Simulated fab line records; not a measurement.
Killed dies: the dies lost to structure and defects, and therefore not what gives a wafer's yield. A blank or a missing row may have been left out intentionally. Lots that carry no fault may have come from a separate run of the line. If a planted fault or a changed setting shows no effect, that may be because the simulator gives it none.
fab line records | flow nand-harc
record: lots: 13 wafers: 39 last-day: 32
route steps=1302 shown P_CONTACT@249 P_M0@266 END@1302
lots that met no fault: taken from a fault-free run of the same line
start-h: the number of hours between the record's first day and the start of the first shown wafer of the lot | wait-h: hours since the lot's step before | " same as the row above | L1.1+2: one row covering several wafers at once | - no value, or no start was given | * or withheld: withheld | < > ~ a bound
route shown NAME@n: names a module that has steps shown in the file, with the first one's number in the route | usual: average and standard deviation across the fault-free wafers | same: alike in all rows | chamber/n: place in a boat | sites: readings site by site | _std_site: how widely they spread, as a standard deviation | _edge_site: outer sites' mean less inner sites' | radius-mm: how far each site lies from the wafer's centre | mask NAME#n: copy n | behind: the last tool/chamber to shape the wafer | hold: the reason the lot was held/the length of the hold in hours/how it ended | device: whichever transistor did not switch (one of n, p or np) | end of line: the same wafers' tests at the end of the route | step lacking rows: just its recipe | killed: at the first sort, the dies lost to defects and structure; wafer yield is something else | map: the dies of a wafer, with x for killed, . for not killed, _ for no die there
set.NAME: the setting the step ran with; set.NAME@STEP: the setting that earlier step ran with | model.NAME: the simulator's own value behind a step, which no gauge read
steps of the route over a sample of lots; a table a step, a row a wafer
services: when a tool's chamber went out of use (start-h, in hours from the record's first day, below 0 if earlier), for how many hours, and the reason
== steps ==
step: NHARC_P_CONTACT_CMP_24
recipe: t-overpolish-s: 30 target-thk-nm: 200
usual: edge-zone-pressure-frac: 1.000/0.005 motor-current-A: 11.8/1.5 overpolish-run-s: 30.000/0.0086 time-to-endpoint-s: 39.2/2.8
columns lot.wafer tool chamber start-h wait-h edge-zone-pressure-frac motor-current-A overpolish-run-s time-to-endpoint-s
L261.3 cmp-04 2 101.14 0.3 1.001 9.9 30.008 37.9
L261.2 " 1 " " 1.003 12.8 30.004 36.8
L261.6 " 2 " " 1.010 9.4 30.009 39.5
L262.3 cmp-01 0 105.50 0.5 1.001 11.2 29.986 37.4
L262.6 " 1 " " 1.001 10.8 30.011 37.0
L262.5 " 2 " " 0.998 9.9 30.001 36.4
L263.2 cmp-04 2 115.13 0.6 1.003 10.0 30.002 37.9
L263.4 " 0 " " 0.998 11.8 29.992 36.0
L263.5 " 1 " " 0.996 12.9 30.017 36.6
L266.2 cmp-04 2 142.58 0.6 1.007 10.1 30.000 43.2
L266.3 " 0 " " 0.992 11.5 29.989 41.0
L266.6 " 1 " " 0.999 12.4 30.015 38.6
L271.1 cmp-04 3 199.86 0.5 1.003 14.2 30.010 37.6
L271.2 " 1 " " 0.998 12.2 30.018 39.0
L271.4 " 2 " " 0.993 9.8 29.993 41.7
L272.1 cmp-01 2 203.77 0.6 1.001 10.6 30.014 36.9
L272.3 " 0 " " 0.997 11.5 30.017 38.9
L272.6 " 1 " " 1.003 10.6 30.004 38.9
L273.3 cmp-01 3 217.48 0.3 0.997 13.6 30.015 39.0
L273.2 " 0 " " 0.994 11.1 29.994 33.7
L273.6 " 1 " " 1.001 10.9 30.003 33.9
L274.3 cmp-04 2 225.87 0.4 0.999 9.9 29.993 45.6
L274.2 " 3 " " 1.005 14.2 30.014 39.9
L274.1 " 0 " " 0.990 10.9 29.998 40.7
L276.3 cmp-02 1 242.00 0.3 1.003 10.6 30.001 42.1
L276.4 " 3 " " 1.001 11.0 30.000 40.5
L276.6 " 1 " " 1.005 9.8 29.998 42.2
L277.4 cmp-01 1 258.68 0.4 1.007 11.6 30.005 36.1
L277.3 " 2 " " 1.008 10.8 30.003 39.1
L277.6 " 0 " " 0.996 11.5 29.992 39.9
L278.1 cmp-04 0 274.17 0.5 1.007 11.6 29.999 41.0
L278.5 " 3 " " 1.003 14.0 30.006 35.6
L278.6 " 0 " " 1.004 10.9 29.990 40.0
L281.4 cmp-04 2 293.86 0.3 0.989 9.6 30.006 40.6
L281.5 " 2 " " 0.991 9.9 30.009 41.9
L281.6 " 3 " " 0.990 14.8 29.999 36.2
L282.2 cmp-04 0 311.67 0.5 0.999 11.6 29.987 35.6
L282.4 " 1 " " 1.004 12.5 29.999 38.7
L282.5 " 2 " " 1.002 10.4 29.994 35.8
step: NHARC_P_CONTACT_INSPECT_27
usual: raw-defect-count: 282/120
columns lot.wafer tool chamber start-h wait-h raw-defect-count
L261.2 defect-inspect-02 - 101.54 0.1 453
L261.3 " - " " 303
L261.6 " - " " 293
L262.3 defect-inspect-02 - 105.83 0.1 163
L262.5 " - " " 171
L262.6 " - " " 204
L263.2 defect-inspect-01 - 115.51 0.1 194
L263.4 " - " " 195
L263.5 " - " " 230
L266.2 defect-inspect-02 - 142.96 0.1 126
L266.3 " - " " 299
L266.6 " - " " 318
L271.1 defect-inspect-02 - 200.27 0.1 395
L271.2 " - " " 418
L271.4 " - " " 514
L272.1 defect-inspect-02 - 204.14 0.1 184
L272.3 " - " " 183
L272.6 " - " " 193
L273.2 defect-inspect-02 - 217.84 0.1 673
L273.3 " - " " 381
L273.6 " - " " 214
L274.1 defect-inspect-02 - 226.25 0.1 152
L274.2 " - " " 343
L274.3 " - " " 266
L276.3 defect-inspect-01 - 242.40 0.1 192
L276.4 " - " " 167
L276.6 " - " " 192
L277.3 defect-inspect-01 - 259.06 0.1 196
L277.4 " - " " 204
L277.6 " - " " 220
L278.1 defect-inspect-01 - 274.55 0.1 357
L278.5 " - " " 244
L278.6 " - " " 315
L281.4 defect-inspect-02 - 294.26 0.1 345
L281.5 " - " " 275
L281.6 " - " " 148
L282.2 defect-inspect-01 - 312.02 0.1 146
L282.4 " - " " 188
L282.5 " - " " 237
step: NHARC_P_M0_DESCUM_14
recipe: time-s: 3 o2-flow-sccm: 200 ar-flow-sccm: 0 bias-power-w: 0 chemistry: O2
usual: chamber-pressure-mTorr: 60.00/0.055 drypump-motor-current-A: 5.7/0.41 oes-product-au: 1.001/0.0086 rf-vpp-V: 57.5/0.87 showerhead-plenum-p-Torr: 1.87/0.078 throttle-valve-pct: 11.312/0.009
columns lot.wafer tool chamber start-h wait-h chamber-pressure-mTorr drypump-motor-current-A oes-product-au rf-hours-counter-h rf-vpp-V showerhead-plenum-p-Torr throttle-valve-pct
L261.2 rie-diel-02 0 102.52 0.1 60.00 5.7 1.006 10 58.0 1.79 11.328
L261.3 " 1 " " 59.93 6.2 1.006 10 56.8 1.87 11.319
L261.6 " 2 " " 60.01 5.4 1.002 - 57.3 1.85 11.310
L262.3 rie-diel-07 0 106.92 0.1 60.01 4.8 0.991 1 57.9 2.01 11.307
L262.5 " 3 " " 60.03 4.7 0.996 - 57.1 1.87 11.304
L262.6 " 0 " " 59.92 4.8 1.001 - 58.7 2.01 11.310
L263.2 rie-diel-02 0 116.61 0.1 60.04 5.7 1.008 11 57.3 1.79 11.326
L263.4 " 3 " " 60.00 5.8 0.999 8 57.4 1.87 11.319
L263.5 " 0 " " 60.12 5.7 1.006 - 57.8 1.79 11.316
L266.3 rie-diel-02 3 144.05 0.1 59.99 5.8 1.000 12 56.2 1.87 11.311
L266.2 " 1 " " 60.16 6.2 1.004 14 58.4 1.86 11.310
L266.6 " 3 " " 59.96 5.9 0.996 - 58.2 1.87 11.318
L271.2 rie-diel-01 3 201.23 0.1 60.09 5.5 1.005 4 58.0 2.00 11.315
L271.1 " 0 " " 59.95 4.9 1.003 4 56.8 1.90 11.311
L271.4 " 1 " " 59.98 5.8 1.004 6 56.7 1.80 11.318
L272.3 rie-diel-07 2 205.11 0.1 60.02 6.1 0.989 34 57.1 2.00 11.329
L272.1 " 3 " " 59.93 4.7 0.987 35 57.6 1.86 11.307
L272.6 " 1 " " 60.01 5.7 0.989 - 56.1 1.76 11.301
L273.3 rie-diel-02 0 219.27 0.1 60.06 5.7 1.003 3 57.5 1.78 11.318
L273.2 " 2 " " 59.93 5.4 0.993 2 57.7 1.84 11.308
L273.6 " 3 " " 60.19 5.8 0.990 - 57.4 1.87 11.312
L274.2 rie-diel-02 1 227.21 0.1 60.03 6.2 1.014 3 57.3 1.86 11.322
L274.3 " 2 " " 59.92 5.4 1.009 3 57.4 1.84 11.321
L274.1 " 3 " " 60.03 5.9 0.991 4 57.2 1.87 11.322
L276.3 rie-diel-02 2 243.39 0.1 60.03 5.4 1.006 6 57.0 1.84 11.310
L276.4 " 0 " " 60.04 5.7 1.002 6 57.0 1.78 11.299
L276.6 " 1 " " 60.11 6.2 1.010 - 58.4 1.86 11.319
L277.4 rie-diel-01 3 260.16 0.1 60.09 5.5 0.999 21 57.9 1.99 11.314
L277.3 " 0 " " 59.93 4.9 0.997 20 58.2 1.89 11.308
L277.6 " 1 " " 60.04 5.8 0.993 - 58.6 1.79 11.301
L278.1 rie-diel-02 0 275.54 0.1 60.06 5.7 1.015 14 58.4 1.78 11.318
L278.5 " 1 " " 60.00 6.2 1.008 - 57.7 1.86 11.313
L278.6 " 2 " " 60.08 5.4 1.001 - 58.9 1.84 11.316
L281.4 rie-diel-02 2 295.36 0.1 60.00 5.4 1.003 15 55.9 1.84 11.327
L281.6 " 1 " " 60.03 6.2 1.022 - 57.1 1.86 11.311
L281.5 " 2 " " 59.95 5.4 1.003 - 57.1 1.84 11.307
L282.2 rie-diel-01 0 313.10 0.1 60.02 4.9 1.002 36 58.7 1.89 11.316
L282.4 " 1 " " 59.96 5.8 1.003 40 58.3 1.78 11.322
L282.5 " 1 " " 59.99 5.8 1.001 - 56.6 1.78 11.312
step: NHARC_P_M0_CMP_23
recipe: t-overpolish-s: 20 target-thk-nm: 117.54
usual: edge-zone-pressure-frac: 1.000/0.0052 motor-current-A: 11.7/1.1 time-to-endpoint-s: 28.0/2.7
columns lot.wafer tool chamber start-h wait-h edge-zone-pressure-frac motor-current-A time-to-endpoint-s
L261.3 cmp-01 2 104.50 - 1.001 10.3 31.3
L261.2 " 3 " " 1.002 13.5 33.2
L261.6 " 3 " " 0.998 13.8 34.0
L262.3 cmp-01 1 108.91 - 0.995 10.4 25.8
L262.6 " 1 " " 0.988 10.9 30.7
L262.5 " 2 " " 0.993 10.8 27.7
L263.2 cmp-04 1 118.65 - 0.995 13.0 25.9
L263.4 " 2 " " 1.003 9.7 30.5
L263.5 " 1 " " 0.994 12.2 26.6
L266.3 cmp-03 0 146.20 - 1.003 11.4 27.6
L266.2 " 1 " " 0.993 11.9 26.6
L266.6 " 3 " " 0.997 11.9 26.0
L271.2 cmp-04 2 203.29 - - - -
L271.1 " 3 " " - - -
L271.4 " 0 " " - - -
L272.3 cmp-03 0 207.15 - - - -
L272.1 " 1 " " - - -
L272.6 " 0 " " - - -
L273.3 cmp-01 3 221.38 - - - -
L273.2 " 0 " " - - -
L273.6 " 1 " " - - -
L274.3 cmp-04 1 229.34 - 1.003 12.3 31.3
L274.2 " 2 " " 0.997 9.4 32.1
L274.1 " 0 " " 1.003 11.4 27.8
L276.3 cmp-03 0 245.41 - 1.007 12.1 32.1
L276.4 " 2 " " 0.995 12.5 31.1
L276.6 " 0 " " 1.001 11.7 31.5
L277.3 cmp-04 3 262.29 - 0.997 13.8 24.3
L277.4 " 0 " " 0.994 11.5 29.4
L277.6 " 2 " " 1.004 10.3 28.3
L278.1 cmp-01 1 277.51 - 0.997 11.0 27.9
L278.6 " 1 " " 1.006 10.8 27.7
L278.5 " 2 " " 1.004 11.1 28.1
L281.4 cmp-01 1 297.35 - 0.994 11.2 27.1
L281.5 " 1 " " 0.998 10.9 30.3
L281.6 " 2 " " 1.004 10.7 28.1
L282.2 cmp-03 3 315.18 - 1.006 12.3 26.1
L282.4 " 0 " " 1.001 11.4 27.4
L282.5 " 0 " " 1.002 10.9 29.9
step: NHARC_P_M0_THK_MEAS_24
recipe: thk-meas-gauge: xrf
usual: thk-nm: 117.1/1.5
columns lot.wafer tool chamber start-h wait-h hold thk-nm
L261.2 film-metro-02 - 104.82 - - 117.2
L261.3 " - " " - 116.2
L261.6 " - " " - 116.6
L262.3 film-metro-02 - 109.23 - - 118.1
L262.5 " - " " - 120.6
L262.6 " - " " - 117.3
L263.2 film-metro-02 - 118.97 - - 115.4
L263.4 " - " " - 119.1
L263.5 " - " " - 115.2
L266.2 film-metro-02 - 146.48 - - 116.1
L266.3 " - " " - 116.8
L266.6 " - " " - 117.1
L271.1 film-metro-01 - 203.58 0.2 await-dispo/0.2h/release 392.7
L271.2 " - " " await-dispo/0.2h/release 398.7
L271.4 " - " " await-dispo/0.2h/release 398.1
L271.1 film-metro-01 - 203.75 0.2 - 391.4
L271.2 " - " " - 399.7
L271.4 " - " " - 399.3
L272.1 film-metro-02 - 207.44 0.2 await-dispo/0.2h/release 392.9
L272.3 " - " " await-dispo/0.2h/release 396.4
L272.6 " - " " await-dispo/0.2h/release 400.3
L272.1 film-metro-02 - 207.61 0.2 - 393.5
L272.3 " - " " - 392.8
L272.6 " - " " - 397.9
L273.2 film-metro-02 - 221.64 0.2 await-dispo/0.2h/release 398.3
L273.3 " - " " await-dispo/0.2h/release 401.6
L273.6 " - " " await-dispo/0.2h/release 400.1
L273.2 film-metro-02 - 221.81 0.2 - 398.2
L273.3 " - " " - 401.3
L273.6 " - " " - 400.8
L274.1 film-metro-01 - 229.65 - - 118.3
L274.2 " - " " - 118.2
L274.3 " - " " - 116.8
L276.3 film-metro-01 - 245.70 - - 118.0
L276.4 " - " " - 116.8
L276.6 " - " " - 116.3
L277.3 film-metro-02 - 262.56 - - 115.9
L277.4 " - " " - 116.8
L277.6 " - " " - 118.2
L278.1 film-metro-02 - 277.82 - - 118.7
L278.5 " - " " - 116.2
L278.6 " - " " - 116.9
L281.4 film-metro-02 - 297.67 - - 118.1
L281.5 " - " " - 116.9
L281.6 " - " " - 118.3
L282.2 film-metro-01 - 315.50 - - 116.8
L282.4 " - " " - 117.6
L282.5 " - " " - 116.8
step: NHARC_END_SORT_01
recipe: temp-c: 25
usual: defect-limited-yield: 90.1/2.5 killed-at-array: 62/18 killed-at-other: 0.9/1.2 killed-at-periphery: 4.2/2.9 killed-dies: 67/17 killed-open: 3.6/1.9 killed-short: 2.5/1.6
same: gross-dies: 677
columns lot.wafer tool chamber start-h wait-h defect-limited-yield[%] killed-at-array killed-at-other killed-at-periphery killed-dies killed-open killed-short
L266.2 prober-01 0 618.15 2.8 89.2 69 1 3 73 5 4
L266.3 prober-01 0 618.94 3.1 87.7 80 0 3 83 4 2
L266.6 prober-01 0 621.32 4.0 89.4 67 0 5 72 9 1
L274.1 prober-01 0 666.95 2.5 88.5 71 0 7 78 2 3
L274.2 prober-01 0 667.75 2.8 87.1 80 0 7 87 3 2
L274.3 prober-01 0 668.56 3.1 89.2 67 0 6 73 2 2
killed by level:class
L266.2 A_CHANNEL_HOLE_D2:chamber-film-flake=31 A_SLIT:chamber-film-flake=25 A_CHANNEL_FILL_D1:chamber-film-flake=3 A_CHANNEL_FILL_D1:geometric-particle:open=2 A_DECK1_JOINT:geometric-particle:short=2 A_CHANNEL_HOLE_D1:chamber-film-flake=2 A_CONTACT:chamber-film-flake=2 P_STI:geometric-particle:short=1
L266.3 A_CHANNEL_HOLE_D2:chamber-film-flake=33 A_SLIT:chamber-film-flake=31 A_CHANNEL_HOLE_D1:chamber-film-flake=3 A_STAIRCASE:chamber-film-flake=3 A_ONON_D1:geometric-particle:short=2 P_ZERO_WELL:chamber-film-flake=2 A_CHANNEL_FILL_D1:chamber-film-flake=2 P_GATE:geometric-particle:open=1
L266.6 A_CHANNEL_HOLE_D2:chamber-film-flake=35 A_SLIT:chamber-film-flake=18 A_CHANNEL_FILL_D1:chamber-film-flake=3 P_M1:geometric-particle:open=2 A_CHANNEL_FILL_D1:geometric-particle:open=2 A_ONON_D2:geometric-particle:open=2 A_DECK1_JOINT:chamber-film-flake=2 P_CONTACT:geometric-particle:open=1
L274.1 A_SLIT:chamber-film-flake=33 A_CHANNEL_HOLE_D1:chamber-film-flake=20 A_CONTACT:chamber-film-flake=7 P_BONDPAD:chamber-film-flake=5 A_STAIRCASE:chamber-film-flake=3 A_DECK1_JOINT:geometric-particle:open=1 A_DECK1_JOINT:geometric-particle:short=1 A_ONON_D2:geometric-particle:open=1
L274.2 A_SLIT:chamber-film-flake=30 A_CHANNEL_HOLE_D1:chamber-film-flake=28 A_STAIRCASE:chamber-film-flake=9 A_CONTACT:chamber-film-flake=6 P_BONDPAD:chamber-film-flake=5 A_CHANNEL_HOLE_D2:chamber-film-flake=2 P_CONTACT:geometric-particle:open=1 P_M0:geometric-particle:open=1
L274.3 A_SLIT:chamber-film-flake=31 A_CHANNEL_HOLE_D1:chamber-film-flake=19 A_STAIRCASE:chamber-film-flake=9 A_CONTACT:chamber-film-flake=6 P_M0:geometric-particle:open=2 P_STI:geometric-particle:short=1 A_ONON_D2:geometric-particle:short=1 P_STI:chamber-film-flake=1
== services ==
columns tool chamber start-h hours kind
cmp-01 - 82.88 1.5 repair
cmp-04 - 88.39 4.0 pm
rie-diel-07 - 93.46 9.0 pm
cmp-02 - 96.05 0.3 repair
cmp-02 - 110.58 4.0 pm
cmp-03 - 138.14 4.0 pm
cmp-01 - 161.50 4.0 pm
rie-diel-01 2 164.96 19.1 repair
rie-diel-01 - 180.45 9.0 pm
cmp-04 - 186.39 4.0 pm
rie-diel-02 - 192.79 9.0 pm
rie-diel-01 - 199.29 1.8 repair
cmp-01 - 228.25 0.3 repair
cmp-03 - 236.14 4.0 pm
cmp-04 - 242.27 0.7 repair
cmp-01 - 259.50 4.0 pm
rie-diel-07 - 270.46 9.0 pm
cmp-04 - 270.93 1.7 repair
cmp-03 - 276.59 0.9 repair
rie-diel-02 - 283.30 0.2 repair
cmp-04 - 283.70 1.0 repair
cmp-04 - 284.75 4.0 pm
rie-diel-01 - 299.53 0.1 repair
rie-diel-02 2 305.82 7.6 repair
== key ==
first-sign: step: NHARC_P_M0_CMP_23 reading: tool-record direction: missing
effect: step: NHARC_P_M0_THK_MEAS_24 reading: visit direction: added
effect: step: NHARC_P_M0_THK_MEAS_24 reading: thk-nm direction: up sigmas: 99+ usual: 117.1 struck: 397.7
met-at NHARC_P_M0_CMP_23
struck-lots L271,L272,L273
scrapped-behind NHARC_P_M0_THK_MEAS_24 L271.1,L271.2,L271.4,L272.1,L272.3,L272.6,L273.2,L273.3,L273.6
not-acting-at NHARC_P_CONTACT_CMP_24,NHARC_P_CONTACT_INSPECT_27,NHARC_P_M0_DESCUM_14
onset-between 146.20 203.29
fault: kind: skipped-step-whole tool: cmp-01,cmp-03,cmp-04 chamber: - onset-h: 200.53 steps: NHARC_P_M0_CMP_23 scope: struck-lots-only
